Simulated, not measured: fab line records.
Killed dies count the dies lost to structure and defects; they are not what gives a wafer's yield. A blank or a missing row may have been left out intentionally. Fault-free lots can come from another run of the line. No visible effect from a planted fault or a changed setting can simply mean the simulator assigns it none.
fab line records	flow n5-finfet
record lots=9	wafers=27	last-day=17
route steps=1938 shown GATE_CUT@490 BEOL_M4@1111 PASSIVATION@1936
lots that met no fault: from a run of the same line without faults
start-h: start of the lot's first displayed wafer, in hours after the record's first day	wait-h: hours from the lot's prior step to this one	" identical to the entry in the row above	L1.1+2: a single row standing in for several wafers	- no value, or no start given	* or withheld: withheld	< > ~ a bound
route shown NAME@n: a module of which the file shows steps, and the number in the route of the first	usual: mean/standard deviation of fault-free wafers	same: alike in all rows	chamber/n: place in a boat	sites: each site's reading	_std_site: standard deviation of those values	_edge_site: inner sites' mean taken away from outer sites' mean	radius-mm: how far each site lies from the wafer's centre	mask NAME#n: copy n	behind: the tool/chamber that last shaped the wafer	hold: what put the lot on hold/how long, in hours/how the hold closed	device: whichever transistor did not switch (one of n, p or np)	end of line: the same wafers' tests at the end of the route	a step given without rows: its recipe and nothing more	killed: the dies lost at the first sort to structure and to defects; this is not the yield of the wafer	map: the dies of a wafer, with x for killed, . for not killed, _ for no die there
set.NAME: the run value of the setting; set.NAME@STEP: its run value at that earlier step	model.NAME: the simulator's own value behind a step, which no gauge read
route steps across a sampled set of lots; one table per step, one row per wafer
services: a tool's chamber out of use, with start hour (start-h, from the record's first day; less than 0 if before it), hours out, and reason
## steps
# step N5_GATE_CUT_DESCUM_18
# recipe chemistry=O2	time-s=7	source-power-w=50	bias-power-w=20	pressure-mtorr=20	rf-frequency-hz=2.712e+07	temp-c=40	resist=CAR-EUV	o2-flow-sccm=225
# usual drypump-motor-current-A=5.8/0.35	oes-product-au=0.78/0.091	rf-vpp-V=243.3/1.1	showerhead-plenum-p-Torr=2.11/0.056	throttle-valve-pct=20.47/0.26
lot.wafer	tool	chamber	start-h	wait-h	drypump-motor-current-A	oes-product-au	rf-hours-counter-h	rf-vpp-V	showerhead-plenum-p-Torr	throttle-valve-pct
L598.1	rie-diel-03	0	89.76	0.3	5.6	0.94	20	243.1	2.05	19.81
L598.2	"	1	"	"	6.1	0.77	140	245.0	2.19	20.79
L598.3	"	3	"	"	6.3	0.78	129	243.8	2.19	20.34
L601.4	rie-diel-04	2	107.38	0.1	5.6	0.84	78	241.9	2.03	20.37
L601.5	"	0	"	"	6.3	0.67	-	242.1	2.06	20.88
L601.6	"	1	"	"	5.6	0.70	-	243.7	2.17	20.46
L602.2	rie-diel-06	0	116.96	0.0	5.8	0.71	206	244.1	2.17	20.49
L602.4	"	0	"	"	5.8	0.70	-	244.2	2.17	20.49
L602.6	"	2	"	"	5.2	0.85	-	243.1	2.12	20.58
L608.1	rie-diel-06	2	152.28	0.0	5.2	0.83	70	243.1	2.12	20.62
L608.2	"	1	"	"	5.9	0.71	209	244.3	2.08	20.94
L608.3	"	0	"	"	5.7	0.69	219	243.8	2.17	20.51
L609.3	rie-diel-04	2	162.38	0.0	5.6	0.81	94	242.9	2.02	20.39
L609.4	"	0	"	"	6.3	0.67	247	242.8	2.06	20.87
L609.5	"	3	"	"	5.4	0.80	-	244.2	2.11	20.39
L610.2	rie-diel-06	0	166.27	0.1	5.7	0.69	224	242.6	2.16	20.50
L610.3	"	2	"	"	5.2	0.83	75	243.6	2.12	20.63
L610.6	"	1	"	"	5.9	0.70	-	242.8	2.07	20.94
L617.1	rie-diel-04	0	208.05	0.0	6.3	0.96	5	242.1	2.06	20.52
L617.5	"	2	"	"	5.6	0.81	-	241.6	2.02	20.38
L617.6	"	0	"	"	6.3	0.95	-	241.9	2.06	20.56
L618.2	rie-diel-04	1	209.64	0.0	5.6	0.68	227	244.8	2.15	20.52
L618.5	"	0	"	"	6.3	0.95	-	242.0	2.06	20.55
L618.6	"	1	"	"	5.6	0.68	-	244.8	2.15	20.52
L619.1	rie-diel-04	2	217.32	0.1	5.6	0.79	115	240.6	2.01	20.41
L619.2	"	0	"	"	6.3	0.94	10	242.9	2.05	20.54
L619.3	"	1	"	"	5.6	0.67	232	244.8	2.15	20.51
# step N5_GATE_CUT_VAPOR_ETCH_48
# recipe chemistry=BCl3/Cl2	target=TiN	mode=isotropic
# usual drypump-motor-current-A=5.3/0.41	oes-product-au=0.75/0.097
lot.wafer	tool	chamber	start-h	wait-h	drypump-motor-current-A	oes-product-au
L598.1	rie-metal-03	1	90.33	0.0	5.6	0.61
L598.2	"	0	"	"	4.9	0.80
L598.3	"	1	"	"	5.6	0.61
L601.4	rie-metal-03	1	107.97	0.0	5.6	0.61
L601.5	"	1	"	"	5.6	0.60
L601.6	"	0	"	"	4.9	0.80
L602.2	rie-metal-03	1	117.72	0.0	5.7	0.60
L602.4	"	1	"	"	5.6	0.60
L602.6	"	0	"	"	4.9	0.79
L608.1	rie-metal-03	0	152.85	0.0	4.8	0.78
L608.2	"	1	"	"	5.7	0.60
L608.3	"	0	"	"	4.9	0.78
L609.3	rie-metal-03	0	162.97	0.0	4.9	0.78
L609.4	"	1	"	"	5.6	0.60
L609.5	"	1	"	"	5.6	0.60
L610.2	rie-metal-02	1	166.84	0.0	5.3	0.69
L610.3	"	1	"	"	5.3	0.69
L610.6	"	1	"	"	5.3	0.69
L617.1	rie-metal-02	1	208.68	0.0	5.3	0.67
L617.5	"	1	"	"	5.3	0.68
L617.6	"	0	"	"	5.9	0.78
L618.2	rie-metal-03	0	210.21	0.0	4.9	0.77
L618.5	"	0	"	"	4.9	0.77
L618.6	"	1	"	"	5.6	0.96
L619.1	rie-metal-02	0	217.90	0.0	5.9	0.79
L619.2	"	1	"	"	5.3	0.68
L619.3	"	1	"	"	5.3	0.68
# step N5_GATE_CUT_VAPOR_ETCH_51
# recipe chemistry=BCl3/Cl2	target=HfO2	mode=isotropic
# usual drypump-motor-current-A=5.3/0.41	oes-product-au=0.75/0.097
lot.wafer	tool	chamber	start-h	wait-h	drypump-motor-current-A	oes-product-au
L598.1	rie-metal-03	1	90.39	0.0	5.6	0.61
L598.2	"	0	"	"	4.9	0.80
L598.3	"	1	"	"	5.6	0.61
L601.4	rie-metal-03	1	108.03	0.0	5.6	0.60
L601.5	"	1	"	"	5.6	0.61
L601.6	"	0	"	"	4.9	0.79
L602.2	rie-metal-03	1	117.78	0.0	5.6	0.60
L602.4	"	1	"	"	5.6	0.60
L602.6	"	0	"	"	4.9	0.79
L608.1	rie-metal-03	0	152.91	0.0	4.9	0.79
L608.2	"	1	"	"	5.7	0.59
L608.3	"	0	"	"	4.8	0.78
L609.3	rie-metal-03	0	163.03	0.0	4.9	0.77
L609.4	"	1	"	"	5.6	0.59
L609.5	"	1	"	"	5.6	0.60
L610.2	rie-metal-02	1	166.90	0.0	5.4	0.69
L610.3	"	1	"	"	5.3	0.70
L610.6	"	1	"	"	5.3	0.69
L617.1	rie-metal-02	1	208.76	0.0	5.3	0.68
L617.5	"	1	"	"	5.4	0.68
L617.6	"	0	"	"	5.9	0.78
L618.2	rie-metal-03	0	210.27	0.0	4.8	0.77
L618.5	"	0	"	"	4.8	0.76
L618.6	"	1	"	"	5.6	0.96
L619.1	rie-metal-02	0	217.96	0.0	5.9	0.79
L619.2	"	1	"	"	5.4	0.68
L619.3	"	1	"	"	5.3	0.67
# step N5_GATE_CUT_ALD_22
# recipe material=SiNx	target-thk-a=160	temp-c=400	ald-precursor-family=SiH2I2	ald-co-reactant=N2/H2-plasma	pulse-time-s=1	ald-cycles=320	purge-time-s=2	co-reactant-purge-time-s=2	pressure-torr=2
# usual ald-cycles=320/0	chamber-pressure-Torr=2.000/0.0046	heater-power-w=830/60	precursor-pulse-height-rel=1.000/0.019
lot.wafer	tool	chamber	start-h	wait-h	ald-cycles	chamber-pressure-Torr	heater-power-w	precursor-pulse-height-rel
L598.1	ald-sin-03	3	92.53	2.0	320	2.000	850	1.010
L598.2	"	1	"	"	320	2.005	828	1.008
L598.3	"	2	"	"	320	1.999	890	1.012
L601.4	ald-sin-03	0	108.98	0.8	320	2.001	877	0.969
L601.5	"	1	"	"	320	2.007	823	1.013
L601.6	"	2	"	"	320	1.998	872	1.014
L602.2	ald-sin-03	0	118.06	0.1	320	2.001	882	0.989
L602.4	"	2	"	"	320	1.995	885	0.978
L602.6	"	0	"	"	320	1.988	888	0.996
L608.1	ald-sin-03	0	153.12	0.0	-	-	-	-
L608.2	"	1	"	"	-	-	-	-
L608.3	"	3	"	"	-	-	-	-
L609.3	ald-sin-02	2	163.26	0.1	-	-	-	-
L609.4	"	3	"	"	-	-	-	-
L609.5	"	2	"	"	-	-	-	-
L610.2	ald-sin-03	0	167.11	0.0	-	-	-	-
L610.3	"	2	"	"	-	-	-	-
L610.6	"	0	"	"	-	-	-	-
L617.1	ald-sin-03	3	208.98	0.0	320	1.998	862	0.985
L617.5	"	0	"	"	320	1.997	886	0.994
L617.6	"	1	"	"	320	1.992	848	1.008
L618.2	ald-sin-03	1	210.47	0.0	320	2.010	825	1.023
L618.5	"	2	"	"	320	2.001	889	0.997
L618.6	"	3	"	"	320	2.005	913	0.979
L619.1	ald-sin-02	2	220.90	2.8	320	1.995	679	1.002
L619.2	"	0	"	"	320	2.003	799	0.995
L619.3	"	3	"	"	320	1.994	836	1.003
# step N5_GATE_CUT_CMP_23
# recipe stop-on=SiO2	t-overpolish-s=23.4	post-cmp-clean=alkaline-brush	down-force-psi=2.5	platen-rpm=51.8	pad-velocity-m-s=1.0307	target-thk-nm=16
# usual motor-current-A=8.8/0.96	time-to-endpoint-s=19.5/2.1
lot.wafer	tool	chamber	start-h	wait-h	motor-current-A	time-to-endpoint-s
L598.1	cmp-03	3	94.02	0.8	11.4	17.8
L598.2	"	1	"	"	7.9	16.6
L598.3	"	2	"	"	10.1	19.9
L601.4	cmp-03	0	109.77	0.1	9.6	18.1
L601.5	"	3	"	"	11.9	17.0
L601.6	"	0	"	"	9.2	19.3
L602.4	cmp-04	2	119.55	0.8	8.4	20.2
L602.2	"	0	"	"	8.9	18.7
L602.6	"	3	"	"	8.5	21.1
L608.1	cmp-01	2	154.64	0.8	8.5	123.9
L608.2	"	3	"	"	8.2	120.2
L608.3	"	0	"	"	8.9	119.6
L609.3	cmp-01	1	164.75	0.8	8.2	126.7
L609.4	"	3	"	"	7.9	130.6
L609.5	"	2	"	"	8.2	130.1
L610.2	cmp-04	1	168.60	0.8	9.3	129.0
L610.3	"	3	"	"	7.8	131.1
L610.6	"	2	"	"	8.6	129.6
L617.1	cmp-01	3	210.54	0.8	7.8	22.0
L617.5	"	1	"	"	8.3	20.8
L617.6	"	2	"	"	8.4	22.2
L618.2	cmp-03	1	212.08	0.9	8.1	22.1
L618.6	"	2	"	"	10.0	20.8
L618.5	"	3	"	"	11.9	25.3
L619.1	cmp-01	1	222.43	0.8	7.9	18.0
L619.3	"	2	"	"	8.5	17.6
L619.2	"	3	"	"	8.5	20.4
# step N5_GATE_CUT_THK_MEAS_24
# recipe reads=SiO2_of_GATE_CUT_HM_DEP_46+SiO2_flowable_of_ILD0_FCVD_FILL_01
# usual GC_FILL_THK=219.6/1.9
lot.wafer	tool	chamber	start-h	wait-h	GC_FILL_THK[nm]
L598.1	film-metro-01	-	94.31	-	220.6
L598.2	"	-	"	"	221.5
L598.3	"	-	"	"	220.8
L601.4	film-metro-02	-	110.03	-	219.4
L601.5	"	-	"	"	220.6
L601.6	"	-	"	"	218.9
L602.2	film-metro-02	-	119.85	-	217.8
L602.4	"	-	"	"	218.8
L602.6	"	-	"	"	220.0
L608.1	film-metro-01	-	154.90	-	129.5
L608.2	"	-	"	"	131.4
L608.3	"	-	"	"	130.5
L609.3	film-metro-02	-	165.05	-	131.8
L609.4	"	-	"	"	132.6
L609.5	"	-	"	"	133.2
L610.2	film-metro-02	-	168.90	-	132.3
L610.3	"	-	"	"	133.1
L610.6	"	-	"	"	131.7
L617.1	film-metro-02	-	210.76	-	219.7
L617.5	"	-	"	"	221.8
L617.6	"	-	"	"	221.4
L618.2	film-metro-01	-	212.26	-	218.8
L618.5	"	-	"	"	218.2
L618.6	"	-	"	"	218.7
L619.1	film-metro-01	-	222.68	-	218.8
L619.2	"	-	"	"	217.7
L619.3	"	-	"	"	216.9
# step N5_BEOL_M4_RC_MEAS_101
# usual DIBL_N=36.5/1.4	DIBL_P=36.5/1.6	IOFF_N=0.163/0.022	IOFF_P=0.219/0.029	ION_N=675/8.3	ION_P=464/6.2	SS_N=71.5/0.52	SS_P=73.4/0.57	VT_N=249.7/2.6	VT_P=-250/3
lot.wafer	tool	chamber	start-h	wait-h	DIBL_N[mV/V]	DIBL_P[mV/V]	IOFF_N[nA/um]	IOFF_P[nA/um]	ION_N[uA/um]	ION_P[uA/um]	SS_N[mV/dec]	SS_P[mV/dec]	VT_N[mV]	VT_P[mV]
L598.1	prober-01	0	171.17	0.0	38.3	37.0	0.170	0.252	673	472	71.9	73.3	252.2	-249
L598.2	"	0	"	"	36.7	34.9	0.139	0.215	661	462	71.2	73.9	254.3	-248
L598.3	"	0	"	"	36.8	34.5	0.136	0.199	669	468	70.9	73.2	253.8	-249
L602.2	prober-02	0	201.75	0.2	35.2	34.1	0.142	0.178	667	462	71.2	73.3	253.4	-255
L602.4	"	0	"	"	37.9	36.5	0.191	0.215	691	463	72.1	73.6	248.8	-253
L602.6	"	0	"	"	36.1	35.4	0.153	0.193	671	459	71.2	73.2	251.1	-253
L601.4	prober-02	0	211.63	0.5	38.0	38.5	0.187	0.234	682	462	72.1	74.0	247.6	-249
L601.5	"	0	"	"	37.2	37.4	0.190	0.208	691	466	72.5	72.4	245.4	-251
L601.6	"	0	"	"	37.7	38.7	0.194	0.236	687	461	72.0	73.9	246.8	-251
L617.1	prober-02	0	290.68	0.0	38.5	38.0	0.175	0.240	681	464	71.3	74.3	250.5	-247
L617.5	"	0	"	"	38.7	37.9	0.184	0.244	666	460	71.4	74.3	248.6	-248
L617.6	"	0	"	"	38.1	37.6	0.174	0.248	685	471	71.4	74.0	247.6	-247
L618.2	prober-01	0	298.36	0.2	35.9	37.2	0.158	0.203	675	467	71.4	73.2	251.6	-253
L618.5	"	0	"	"	34.6	35.2	0.136	0.166	668	458	70.9	73.3	251.9	-258
L618.6	"	0	"	"	36.0	37.6	0.166	0.203	682	463	71.8	73.5	249.8	-252
L619.1	prober-02	0	310.36	0.0	35.7	37.9	0.170	0.230	681	472	72.5	73.4	250.1	-248
L619.2	"	0	"	"	33.3	34.6	0.127	0.184	675	467	71.0	72.6	252.1	-251
L619.3	"	0	"	"	35.0	36.6	0.151	0.217	675	465	71.1	73.3	250.0	-249
# step N5_PASSIVATION_PROBE_49
# usual defect-limited-yield=91.2/1.6	killed_at_M0_to_M3=33/11	killed_at_M4_up=15/6.2	killed-at-contacts=15/7.1	killed-at-front-end=38/12	killed-at-other=4/3.5	killed-dies=104/19	killed-on-rim=14/4	killed-open=69/14	killed-short=34/8.5	sort_bin_5_function=5.2/0.99	sort_bin_6_memory=3.3/0.77	sort-n-pass=1076/19	sort-yield-pct=91.2/1.6
# same gross-dies=1180	killed-at-back-side=0	sort_bin_4_leakage[%]=0	sort_bin_8_speed[%]=0
lot.wafer	tool	chamber	start-h	wait-h	defect-limited-yield[%]	killed_at_M0_to_M3	killed_at_M4_up	killed-at-contacts	killed-at-front-end	killed-at-other	killed-dies	killed-on-rim	killed-open	killed-short	sort_bin_5_function[%]	sort_bin_6_memory[%]	sort-n-pass	sort-yield-pct[%]
L608.1	prober-02	-	335.06	0.0	0	29	18	16	1113	4	1180	152	69	36	95.8	3.9	0	0
L608.2	prober-02	-	335.11	0.1	0	37	26	8	1107	2	1180	152	64	36	96.6	3.1	0	0
L608.3	prober-02	-	335.16	0.1	0	36	28	8	1103	5	1180	152	63	37	96.4	3.4	0	0
L610.2	prober-01	-	347.73	0.1	0	20	14	9	1130	7	1180	152	37	39	97.5	2.2	0	0
L610.3	prober-01	-	347.78	0.1	0	25	9	10	1133	3	1180	152	54	19	97.8	2.1	0	0
L610.6	prober-01	-	347.93	0.3	0	15	10	14	1135	6	1180	152	55	31	97.4	2.5	0	0
L609.3	prober-01	-	354.86	0.1	0	25	11	11	1128	5	1180	152	55	33	96.6	3.1	0	0
L609.4	prober-01	-	354.91	0.2	0	33	11	10	1122	4	1180	152	65	28	97.1	2.5	0	0
L609.5	prober-01	-	354.96	0.2	0	25	15	8	1119	13	1180	152	63	26	96.9	2.9	0	0
# killed by level:class
L608.1 GATE_CUT:area-ald=1075 FIN_SAQP:geometric-particle:open=11 MOL_CONTACT_COAG:geometric-particle:open=10 BEOL_M2:geometric-particle:open=8 STI_FIN_REVEAL:geometric-particle:open=7 BEOL_M1:geometric-particle:open=7 MOL_CONTACT_COAG:geometric-particle:short=6 BEOL_M0_SAQP:geometric-particle:open=4
L608.2 GATE_CUT:area-ald=1078 BEOL_M4:geometric-particle:open=15 BEOL_M2:geometric-particle:open=11 STI_FIN_REVEAL:geometric-particle:open=7 MOL_CONTACT_COAG:geometric-particle:open=6 BEOL_M1:geometric-particle:open=6 BEOL_M4:geometric-particle:short=6 BEOL_M3:geometric-particle:open=5
L608.3 GATE_CUT:area-ald=1078 BEOL_M4:geometric-particle:open=18 BEOL_M0_SAQP:geometric-particle:short=13 STI_FIN_REVEAL:geometric-particle:open=10 BEOL_M1:geometric-particle:open=7 BEOL_M0_SAQP:geometric-particle:open=7 MOL_CONTACT_COAG:geometric-particle:open=6 BEOL_M4:geometric-particle:short=5
L610.2 GATE_CUT:area-ald=1101 MOL_CONTACT_COAG:geometric-particle:open=6 BEOL_M4:geometric-particle:short=6 STARTING-WAFER:geometric-particle:short=6 BEOL_M2:geometric-particle:open=5 ILD0:geometric-particle:short=4 GATE_CUT:geometric-particle:short=4 BEOL_M4:geometric-particle:open=4
L610.3 GATE_CUT:area-ald=1105 STI_FIN_REVEAL:geometric-particle:open=8 MOL_CONTACT_COAG:geometric-particle:open=8 BEOL_M2:geometric-particle:open=8 STI_FIN_REVEAL:geometric-particle:short=5 FIN_SAQP:geometric-particle:open=4 BEOL_M0_SAQP:geometric-particle:open=4 BEOL_M1:geometric-particle:open=4
L610.6 GATE_CUT:area-ald=1093 FIN_SAQP:geometric-particle:open=13 MOL_CONTACT_COAG:geometric-particle:open=12 FIN_SAQP:geometric-particle:short=8 GATE_CUT:geometric-particle:short=6 DUMMY_GATE:geometric-particle:open=5 BEOL_M2:geometric-particle:open=5 STI_FIN_REVEAL:geometric-particle:open=3
L609.3 GATE_CUT:area-ald=1092 STI_FIN_REVEAL:geometric-particle:open=10 MOL_CONTACT_COAG:geometric-particle:open=9 BEOL_M2:geometric-particle:open=8 GATE_CUT:geometric-particle:short=6 BEOL_M1:geometric-particle:open=4 BEOL_M3:geometric-particle:open=4 FIN_CUT:geometric-particle:short=3
L609.4 GATE_CUT:area-ald=1087 BEOL_M2:geometric-particle:open=13 BEOL_M3:geometric-particle:open=9 FIN_SAQP:geometric-particle:open=8 MOL_CONTACT_COAG:geometric-particle:open=7 BEOL_M4:geometric-particle:open=6 GATE_CUT:geometric-particle:short=5 STI_FIN_REVEAL:geometric-particle:open=4
L609.5 GATE_CUT:area-ald=1091 STI_FIN_REVEAL:geometric-particle:open=8 BEOL_M3:geometric-particle:open=8 BEOL_M2:geometric-particle:open=7 GATE_CUT:geometric-particle:short=6 MOL_CONTACT_COAG:geometric-particle:open=6 BEOL_M0_SAQP:geometric-particle:short=5 BEOL_M6:geometric-particle:open=4
## services
tool	chamber	start-h	hours	kind
ald-sin-02	-	85.65	14.0	pm
cmp-04	-	95.41	4.0	pm
cmp-03	-	105.77	0.9	repair
ald-sin-02	-	108.99	2.8	pm
rie-diel-06	1	114.71	23.0	repair
rie-diel-06	3	114.84	4.0	repair
cmp-03	-	118.45	1.5	repair
rie-diel-06	3	138.00	-	clean
rie-diel-06	3	138.00	-	consumable-replace:focus-ring
rie-diel-06	3	138.00	20.4	scheduled-down
rie-diel-04	1	139.91	2.5	repair
rie-diel-03	1	140.98	6.8	repair
cmp-03	-	145.48	0.9	repair
rie-diel-04	-	163.06	1.1	repair
rie-metal-03	1	168.30	-	clean
rie-metal-03	1	168.30	19.2	scheduled-down
rie-metal-03	1	168.30	19.2	vent-cycle
rie-diel-04	0	170.61	-	clean
rie-diel-04	0	170.61	-	consumable-replace:focus-ring
rie-diel-04	0	170.61	19.5	scheduled-down
rie-diel-04	0	170.61	19.5	vent-cycle
cmp-01	-	174.98	4.3	repair
cmp-01	-	191.12	1.8	repair
rie-diel-04	3	206.29	13.1	repair
## key
first-sign step=N5_GATE_CUT_ALD_22	reading=tool-record	direction=missing
effect step=N5_GATE_CUT_CMP_23	reading=time-to-endpoint-s	direction=up	sigmas=52	usual=*	struck=*
effect step=N5_GATE_CUT_THK_MEAS_24	reading=GC_FILL_THK	direction=down	sigmas=46	usual=219.6	struck=131.8
effect step=N5_PASSIVATION_PROBE_49	reading=sort_bin_5_function	direction=up	sigmas=92	usual=5.2	struck=96.9
more-kills-born-at N5_GATE_CUT_ALD_22@ald-sin-03=6530	N5_GATE_CUT_ALD_22@ald-sin-02=3270
met-at N5_GATE_CUT_ALD_22
struck-lots L608,L609,L610
later-rows-left-out L608.1,L608.2,L608.3,L609.3,L609.4,L609.5,L610.2,L610.3,L610.6
not-acting-at N5_GATE_CUT_DESCUM_18,N5_GATE_CUT_VAPOR_ETCH_48,N5_GATE_CUT_VAPOR_ETCH_51
onset-between 118.06 153.12
fault kind=skipped-step-whole	tool=ald-sin-02,ald-sin-03	chamber=-	onset-h=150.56	steps=N5_GATE_CUT_ALD_22	scope=struck-lots-only
# later-rows-left-out: the simulator's readings of these wafers behind a module that went badly wrong aren't trusted and aren't shown, but for the sort
